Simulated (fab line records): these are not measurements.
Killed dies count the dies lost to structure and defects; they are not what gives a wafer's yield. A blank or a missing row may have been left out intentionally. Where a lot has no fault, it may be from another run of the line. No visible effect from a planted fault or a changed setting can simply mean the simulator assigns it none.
Problem report, 8D (eight disciplines) form, completed by code / flow nand_harc / the parts of the form that need people (team, actions taken, sign-off) are left out

1. PROBLEM STATEMENT
Wafers without a fault read 1002 nm, standard deviation 11; thk_nm at NHARC_A_ONON_D1_THK_MEAS_08 reads a mean of 1636 nm on 6 wafers belonging to 2 lots. That puts it +58 standard deviations away from the usual mean.
The step: measures by ellipsometry.
Seen first at day 15 23:42 on film_metro-02, wafer L286.1. The record holds 39 wafers of 13 lots with a number at this step. Rule for "out" (also "out of limits"): further than 4 standard deviations from the usual mean. The rest of the wafers with a number are treated as sound.

2. WHAT THIS IS AND IS NOT
question=which readings at this step | is=thk_nm | is not=-
question=which lots | is=L286, L289 | is not=L266, L267, L271, L273, L274, L276, L277, L278, L280, L281, L287
question=which wafers of those lots | is=all that have a number | is not=-
question=read on which gauges | is=film_metro-02 | is not=film_metro-01
question=when | is=from day 15 23:42 | is not=up to then (30 sound wafers); but 3 sound wafers of L287 came after

3. WHAT RULES OUT EACH SUSPECT
Counting: any tool at a process step up to the reading is kept as a suspect provided that every lot that is out went through it and no sound lot did after the first of them.
- ruled out: the gauge at NHARC_A_ONON_D1_THK_MEAS_08. All the wafers that are out were read on film_metro-02, but those of them that NHARC_END_SORT_01 has rows for are out there too, on other tools.
- pvd_sputter-01 at NHARC_P_BONDPAD_DEGAS_25 (time 60 s): kept. It processed each lot that is out, first L286 at day 14 20:37, and no sound lot thereafter; up to then, the last sound lot it processed was L280 at day 12 18:19.
- pvd_sputter-01 at NHARC_P_BONDPAD_PVD_27 (deposits Cu, target thk 30 nm, time 20.49 s): kept. It processed each lot that is out, first L286 at day 15 23:11, and no sound lot thereafter; up to then, the last sound lot it processed was L280 at day 13 22:18. Because NHARC_P_BONDPAD_PVD_27 lacks a start for some lots, the hours and order of its lots are taken from NHARC_A_ONON_D1_DEP_06.
- pecvd_onon-02 at NHARC_A_ONON_D1_DEP_06 (target thk 1000 nm): kept. It processed each lot that is out, first L286 at day 15 23:11, and no sound lot thereafter; up to then, the last sound lot it processed was L281 at day 14 08:39.
Still standing after the count: pvd_sputter-01 at NHARC_P_BONDPAD_DEGAS_25, pvd_sputter-01 at NHARC_P_BONDPAD_PVD_27, pecvd_onon-02 at NHARC_A_ONON_D1_DEP_06.

4. THE CAUSE (what the simulator had put in)
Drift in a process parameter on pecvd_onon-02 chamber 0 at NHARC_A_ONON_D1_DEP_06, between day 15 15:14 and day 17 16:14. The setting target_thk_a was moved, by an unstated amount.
Of the 3 suspects that counting leaves, this tool is one.

5. THE EFFECT CHAIN, in route order
One row per reading whose mean, taken over the struck wafers that have a number, lies over 3 standard deviations from the usual. Readings are gone through only where the record gives a usual standard deviation; hours: the median, over the lots, of the time from a lot's start at the first step in this table giving one to that lot's start at this step; sigmas: the change measured in usual standard deviations.
hours=0; step=NHARC_A_ONON_D1_THK_MEAS_08; reading=thk_nm; usual=1002 nm; on struck wafers=1636; change=+634; sigmas=+58
hours=400; step=NHARC_END_SORT_01; reading=killed_at_array; usual=55; on struck wafers=674; change=+619; sigmas=+33
hours=400; step=NHARC_END_SORT_01; reading=killed_dies; usual=60; on struck wafers=677; change=+617; sigmas=+31
At these later measuring or inspecting steps, every struck wafer for which the step has a row has a number for every such reading, and none has moved that far: NHARC_A_ONON_D1_INSPECT_32.

6. WHAT WOULD HAVE CAUGHT IT SOONER
In this record the first reading out of limits at a measuring or inspecting step was taken at day 15 23:42, 8 hours after the fault began at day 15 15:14.
An alarm limit of 4 standard deviations would not have fired on the tool readings at NHARC_A_ONON_D1_DEP_06 for which the record gives a usual standard deviation, since none of them was out on any struck wafer.
Of the lots that are out (2), L289 began NHARC_A_ONON_D1_DEP_06 on pecvd_onon-02 after day 15 23:42. Putting the tool on hold at that point would have spared it.
